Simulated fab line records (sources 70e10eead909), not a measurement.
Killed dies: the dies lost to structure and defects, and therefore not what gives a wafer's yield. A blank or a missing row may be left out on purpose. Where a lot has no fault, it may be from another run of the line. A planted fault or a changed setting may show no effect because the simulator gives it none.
Problem report, 8D (eight disciplines) form, completed by code || flow nand_harc || the parts of the form that need people (team, actions taken, sign-off) are left out

1. THE PROBLEM
At NHARC_P_ZERO_WELL_IMPLANT_40, dose_ions_cm2 averages 7e+12 over 6 wafers from 2 lots, while fault-free wafers read 1e+13, standard deviation 1.1e+10. That is -99 or more standard deviations from the usual mean.
Seen first at day 5 16:22 on implanter-02, wafer L971.1. At this step, 36 wafers from 12 lots have a number in the record. Rule for "out" (also "out of limits"): further than 4 standard deviations from the usual mean. The other wafers with a number count as sound.

2. WHAT THIS IS AND IS NOT
{"question": "which readings at this step", "is": "dose_ions_cm2, faraday_current_uA", "is not": "beam_energy_keV"}
{"question": "which lots", "is": "L971, L972", "is not": "L955, L957, L958, L959, L960, L961, L962, L964, L973, L977"}
{"question": "which wafers of those lots", "is": "all that have a number", "is not": "-"}
{"question": "read on which tools", "is": "implanter-02", "is not": "implanter-01"}
{"question": "when", "is": "from day 5 16:22", "is not": "up to then (24 sound wafers); but 6 sound wafers of L973, L977 came after"}

3. SUSPECTS, AND WHAT RULES EACH OUT
Counting: a tool at any process step up to the reading remains a suspect when it ran all the lots that are out and ran no sound lot after the first of those.
- rie_diel-10 at NHARC_P_ZERO_WELL_DESCUM_39 (chemistry O2, time 3 s): ruled out as a lasting fault. Following L971 (day 5 16:13), the first lot on it that is out, the sound lots L973 were run on it.
- implanter-02 at NHARC_P_ZERO_WELL_IMPLANT_40: kept. Every lot that is out went through it, starting with L971 (day 5 16:22), and after that it ran no sound lot; the last sound lot it ran before then is L964 (day 3 22:38). Out on those wafers are its own readings of dose_ions_cm2, faraday_current_uA.
Remaining after the count: implanter-02 at NHARC_P_ZERO_WELL_IMPLANT_40.

4. THE CAUSE (what the simulator had put in)
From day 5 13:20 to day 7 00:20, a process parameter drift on implanter-02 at NHARC_P_ZERO_WELL_IMPLANT_40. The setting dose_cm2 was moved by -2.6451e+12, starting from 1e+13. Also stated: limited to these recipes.
The count eliminated every tool but this one.

5. SEQUENCE OF EFFECTS, ordered by route
One row per reading whose mean, taken over the struck wafers that have a number, lies over 3 standard deviations from the usual. Only readings for which the record gives a usual standard deviation are gone through. hours: the time from each lot's start at the first step in this table that gives one to its start at this step, as a median over the lots. sigmas: the change in usual standard deviations.
{"hours": 0, "step": "NHARC_P_ZERO_WELL_IMPLANT_40", "reading": "dose_ions_cm2", "usual": 1e+13, "on struck wafers": 7e+12, "change": -3e+12, "sigmas": "-99 or more"}
{"hours": 0, "step": "NHARC_P_ZERO_WELL_IMPLANT_40", "reading": "faraday_current_uA", "usual": 126.8, "on struck wafers": 93.7, "change": -33.1, "sigmas": -14}
The process steps in it:
- NHARC_P_ZERO_WELL_IMPLANT_40
Later measuring or inspecting steps at which every struck wafer that the step has a row for has a number for every such reading, and none has moved that far: NHARC_P_STI_INSPECT_25, NHARC_END_SORT_01.

6. HOW IT WOULD HAVE BEEN CAUGHT EARLIER
In this record no reading fell out of limits until day 5 16:22, 3 hours after the fault had begun at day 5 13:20.
